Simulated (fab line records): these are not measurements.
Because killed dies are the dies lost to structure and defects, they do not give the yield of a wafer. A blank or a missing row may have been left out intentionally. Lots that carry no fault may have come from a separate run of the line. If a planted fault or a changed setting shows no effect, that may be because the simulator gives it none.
The tool behind it: which one? | flow n5 finfet | 30 wafers from 10 lots sampled at 5 of the route's 1938 steps

WHAT THE GAUGES READ, wafer by wafer
N5_BEOL_M4_RC_MEAS_101. Usual: DIBL_N 35.9 mV/V, standard deviation 1.9; DIBL_P 35.8 mV/V, standard deviation 2.4; IOFF_N 0.15 nA/um, standard deviation 0.031; IOFF_P 0.21 nA/um, standard deviation 0.037; ION_N 672 uA/um, standard deviation 13; ION_P 462 uA/um, standard deviation 8.3; SS_N 71.5 mV/dec, standard deviation 0.72; SS_P 73.2 mV/dec, standard deviation 0.67; VT_N 250 mV, standard deviation 3.4; VT_P -250 mV, standard deviation 3.4.
lot  | measured     | on        | DIBL_N (mV/V)  | DIBL_P (mV/V)  | IOFF_N (nA/um) | IOFF_P (nA/um) | ION_N (uA/um) | ION_P (uA/um) | SS_N (mV/dec)  | SS_P (mV/dec)  | VT_N (mV)   | VT_P (mV)      | flag
L688 | day 9 11:07  | prober-01 | 35.0 32.6 31.7 | 36.6 33.3 31.5 | 0.16 0.12 0.10 | 0.20 0.16 0.14 | 679 660 651   | 461 455 448   | 71.9 71.3 71.0 | 73.5 72.5 72.5 | 250 253 256 | -252 -255 -254 |
L689 | day 9 12:15  | prober-02 | 35.1 37.4 38.2 | 36.0 37.4 37.8 | 0.15 0.18 0.18 | 0.20 0.23 0.24 | 675 683 668   | 460 466 467   | 71.0 71.9 73.1 | 73.3 74.1 73.8 | 249 248 248 | -250 -251 -249 |
L687 | day 9 12:59  | prober-01 | 37.3 36.3 36.6 | 37.0 33.6 35.0 | 0.16 0.15 0.14 | 0.24 0.19 0.21 | 672 658 661   | 469 450 461   | 71.5 72.1 72.0 | 73.0 73.0 73.7 | 253 252 251 | -246 -252 -251 |
L691 | day 9 13:34  | prober-02 | 36.2 39.5 36.9 | 38.6 41.0 38.6 | 0.18 0.23 0.18 | 0.23 0.26 0.21 | 695 689 679   | 470 451 456   | 72.5 73.2 72.7 | 73.3 75.1 74.0 | 245 245 248 | -250 -253 -254 |
L698 | day 11 16:10 | prober-01 | 38.7 38.1 36.4 | 40.9 38.9 37.9 | 0.24 0.21 0.17 | 0.30 0.25 0.22 | 691 670 684   | 472 463 469   | 72.6 72.7 71.6 | 73.3 72.8 74.0 | 244 247 251 | -245 -244 -247 |
L697 | day 11 21:35 | prober-01 | 34.7 36.6 36.2 | 34.6 36.6 35.9 | 0.13 0.15 0.14 | 0.18 0.20 0.19 | 674 669 683   | 464 457 465   | 70.5 71.8 71.5 | 73.1 72.7 72.9 | 248 251 253 | -256 -250 -252 |
L702 | day 12 12:03 | prober-01 | 36.3 33.1 34.3 | 34.0 30.0 32.4 | 0.16 0.10 0.12 | 0.20 0.14 0.17 | 682 656 669   | 465 453 461   | 71.4 71.2 70.8 | 73.8 72.4 72.6 | 250 254 252 | -250 -253 -255 |
L701 | day 12 23:16 | prober-01 | 35.1 38.3 37.1 | 33.9 38.0 36.6 | 0.13 0.18 0.16 | 0.17 0.23 0.20 | 674 693 674   | 463 480 455   | 71.7 71.4 72.0 | 72.8 73.7 73.1 | 254 250 251 | -256 -249 -253 |
L705 | day 13 22:01 | prober-01 | 38.1 37.9 35.8 | 39.6 38.2 37.0 | 0.19 0.18 0.15 | 0.26 0.23 0.20 | 677 696 674   | 462 474 464   | 72.5 72.1 71.2 | 74.5 74.2 74.0 | 246 249 251 | -246 -248 -251 |
L704 | day 13 22:16 | prober-02 | 36.2 37.0 35.5 | 39.0 39.4 37.0 | 0.16 0.16 0.14 | 0.23 0.22 0.19 | 667 662 672   | 459 451 461   | 71.7 71.6 71.8 | 73.3 73.5 73.1 | 252 249 252 | -248 -250 -250 |

EACH LOT AND THE TOOL THAT RAN IT (in order: tool; ch and the chambers of the sampled wafers; start)
lot  | N5_BEOL_M4_SPUTTER_79        | N5_BEOL_M4_ANNEAL_80         | N5_BEOL_M4_SPUTTER_86        | N5_BEOL_M4_SPUTTER_90
L688 | pvd sputter-01, day 9 08:24  | pvd sputter-01, day 9 08:29  | pvd sputter-01, day 9 08:50  | pvd sputter-01, day 9 09:17
L689 | pvd sputter-03, day 9 09:00  | pvd sputter-03, day 9 09:05  | pvd sputter-03, day 9 09:26  | pvd sputter-03, day 9 09:53
L687 | pvd sputter-02, day 9 10:13  | pvd sputter-02, day 9 10:18  | pvd sputter-02, day 9 10:40  | pvd sputter-02, day 9 11:06
L691 | pvd sputter-01, day 9 10:32  | pvd sputter-01, day 9 10:37  | pvd sputter-01, day 9 10:59  | pvd sputter-01, day 9 11:25
L698 | pvd sputter-03, day 11 13:31 | pvd sputter-03, day 11 13:36 | pvd sputter-03, day 11 13:58 | pvd sputter-03, day 11 14:24
L697 | pvd sputter-01, day 11 18:38 | pvd sputter-01, day 11 18:43 | pvd sputter-01, day 11 19:04 | pvd sputter-01, day 11 19:31
L702 | pvd sputter-03, day 12 08:50 | pvd sputter-03, day 12 08:55 | pvd sputter-03, day 12 09:16 | pvd sputter-03, day 12 09:43
L701 | pvd sputter-03, day 12 20:10 | pvd sputter-03, day 12 20:15 | pvd sputter-03, day 12 20:37 | pvd sputter-03, day 12 21:03
L705 | pvd sputter-01, day 13 19:19 | pvd sputter-01, day 13 19:24 | pvd sputter-01, day 13 19:46 | pvd sputter-01, day 13 20:12
L704 | pvd sputter-02, day 13 19:27 | pvd sputter-02, day 13 19:32 | pvd sputter-02, day 13 19:53 | pvd sputter-02, day 13 20:20
- N5_BEOL_M4_SPUTTER_79: material Cu, target thk 4.5 nm, time 8.29 s.
- N5_BEOL_M4_ANNEAL_80: time 240 s.
- N5_BEOL_M4_SPUTTER_86: material Cu, target thk 4.5 nm, time 8.29 s.
- N5_BEOL_M4_SPUTTER_90: material Cu, target thk 4.5 nm, time 8.29 s.

WHAT THE TOOLS THEMSELVES READ (means of the sampled wafers that have a number; where no wafer has one, the mark that the record gives instead)
N5_BEOL_M4_SPUTTER_79. Usual: chamber pressure pa 0.07 Pa, standard deviation 0.00014; chuck gas flow sccm 1.26 sccm, standard deviation 0.053; throttle valve pct 30.3 %, standard deviation 1.1.
lot  | tool           | chamber pressure pa (Pa) | chuck gas flow sccm (sccm) | throttle valve pct (%) | flag
L688 | pvd sputter-01 | 0.07                     | 1.25                       | 31.6                   |
L689 | pvd sputter-03 | 0.07                     | 1.19                       | 30.3                   |
L687 | pvd sputter-02 | 0.07                     | 1.24                       | 30.6                   |
L691 | pvd sputter-01 | 0.07                     | 1.24                       | 31.6                   |
L698 | pvd sputter-03 | 0.07                     | 1.25                       | 29.4                   |
L697 | pvd sputter-01 | 0.07                     | 1.28                       | 30.4                   |
L702 | pvd sputter-03 | 0.07                     | 1.18                       | 30.2                   |
L701 | pvd sputter-03 | 0.07                     | 1.28                       | 29.5                   |
L705 | pvd sputter-01 | 0.07                     | 1.23                       | 31.7                   |
L704 | pvd sputter-02 | 0.07                     | 1.31                       | 30.3                   |

N5_BEOL_M4_ANNEAL_80. Usual: heater power w at 872 W, with a standard deviation of 61.
lot  | tool           | heater power w (W) | flag
L688 | pvd sputter-01 | 859                |
L689 | pvd sputter-03 | 897                |
L687 | pvd sputter-02 | 881                |
L691 | pvd sputter-01 | 831                |
L698 | pvd sputter-03 | 892                |
L697 | pvd sputter-01 | 842                |
L702 | pvd sputter-03 | 891                |
L701 | pvd sputter-03 | 904                |
L705 | pvd sputter-01 | 822                |
L704 | pvd sputter-02 | 894                |

N5_BEOL_M4_SPUTTER_86. Usual: chamber pressure pa 0.06999 Pa, standard deviation 0.00015; chuck gas flow sccm 1.27 sccm, standard deviation 0.05; throttle valve pct 30.2 %, standard deviation 1.1.
lot  | tool           | chamber pressure pa (Pa) | chuck gas flow sccm (sccm) | throttle valve pct (%) | flag
L688 | pvd sputter-01 | 0.07004                  | 1.23                       | 31.4                   |
L689 | pvd sputter-03 | 0.07004                  | 1.29                       | 30.2                   |
L687 | pvd sputter-02 | 0.06999                  | 1.27                       | 30.5                   |
L691 | pvd sputter-01 | 0.06989                  | 1.24                       | 31.5                   |
L698 | pvd sputter-03 | 0.07003                  | 1.23                       | 29.4                   |
L697 | pvd sputter-01 | 0.07004                  | 1.28                       | 30.1                   |
L702 | pvd sputter-03 | 0.07007                  | 1.25                       | 30.0                   |
L701 | pvd sputter-03 | 0.07014                  | 1.24                       | 29.3                   |
L705 | pvd sputter-01 | 0.06990                  | 1.26                       | 31.6                   |
L704 | pvd sputter-02 | 0.06997                  | 1.22                       | 30.4                   |

N5_BEOL_M4_SPUTTER_90. Usual: chamber pressure pa 0.07 Pa, standard deviation 0.00013; chuck gas flow sccm 1.26 sccm, standard deviation 0.055; throttle valve pct 30.2 %, standard deviation 1.1.
lot  | tool           | chamber pressure pa (Pa) | chuck gas flow sccm (sccm) | throttle valve pct (%) | flag
L688 | pvd sputter-01 | 0.07                     | 1.20                       | 31.4                   |
L689 | pvd sputter-03 | -                        | -                          | -                      | OFF
L687 | pvd sputter-02 | -                        | -                          | -                      | OFF
L691 | pvd sputter-01 | -                        | -                          | -                      | OFF
L698 | pvd sputter-03 | 0.07                     | 1.20                       | 29.4                   |
L697 | pvd sputter-01 | 0.07                     | 1.25                       | 30.2                   |
L702 | pvd sputter-03 | 0.07                     | 1.30                       | 30.0                   |
L701 | pvd sputter-03 | 0.07                     | 1.24                       | 29.2                   |
L705 | pvd sputter-01 | 0.07                     | 1.25                       | 31.4                   |
L704 | pvd sputter-02 | 0.07                     | 1.28                       | 30.4                   |

THE ANSWER, worked out from the rows above alone
Rule: a lot is off if the mean of its wafers that have a number lies more than 3 standard deviations from the usual mean. A lot without any number at a reading at which 4 lots or more have one is off too. The other lots that the step has rows for count as sound. The gauges are gone through in route order, then the tools' own readings, and for those a lot's mean is taken as printed above. At the first step where some lot is off, the reading lying furthest off is the one used; lots without a number count as furthest.
Off at N5_BEOL_M4_SPUTTER_90 (chamber pressure pa): L689, L687, L691. Without a number there: L689, L687, L691.
A tool fits if, at that step or a process step before it, it ran every lot that is off, and no sound lot after the first of them. None of those tried fits.

WHAT THE SIMULATOR PUT IN
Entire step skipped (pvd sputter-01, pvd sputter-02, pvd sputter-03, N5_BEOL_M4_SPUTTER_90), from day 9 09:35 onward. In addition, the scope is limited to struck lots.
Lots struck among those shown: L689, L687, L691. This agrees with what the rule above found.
